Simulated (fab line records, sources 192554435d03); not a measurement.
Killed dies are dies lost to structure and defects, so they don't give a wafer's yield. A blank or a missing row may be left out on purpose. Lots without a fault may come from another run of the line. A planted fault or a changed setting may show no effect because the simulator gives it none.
Chamber matching | flow n5_finfet | N5_GATE_CUT_CMP_61 on cmp-01: 4 sister chambers
The step polishes, stops on SiNx, t overpolish 3 s. 4 wafers are shown with their chamber, then 7 later ones without.

WAFERS WITH THEIR CHAMBER
wafer  | chamber | motor_current_A (A)
L085.3 | 1       | 12.1
L085.4 | 3       | 10.8
L088.1 | 2       | 13.3
L088.3 | 0       | 11.4

WAFERS WITHOUT THEIR CHAMBER
wafer  | motor_current_A (A)
L088.6 | 11.7
L093.1 | 11.4
L093.4 | 12.4
L093.6 | 11.5
L096.2 | 12.6
L096.4 | 11.0
L096.5 | 11.7

WHICH CHAMBER EACH WENT THROUGH
wafer  | from the rows above     | in truth
L088.6 | can't be placed: 0 or 1 | 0
L093.1 | 0                       | 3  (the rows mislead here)
L093.4 | 1                       | 1
L093.6 | can't be placed: 0 or 1 | 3
L096.2 | can't be placed: 1 or 2 | 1
L096.4 | can't be placed: 3 or 0 | 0
L096.5 | can't be placed: 0 or 1 | 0
Placed correctly: 1 of 7. Can't be placed from these rows: 5 (the true chamber is among the candidates in 4). Placed wrongly: 1.
How it was worked out, from the rows above alone: a wafer's distance from a chamber is the root of the sum, over the readings, of the square of ((its reading less the chamber's mean) divided by the reading's scatter). The wafer belongs to the nearest chamber; if the next one is less than 2 further off, it can't be placed. A chamber's mean is the mean of its shown wafers. The scatter: with one shown wafer a chamber, the root of the mean of the squares of how far each hidden wafer lies from its nearest shown one.
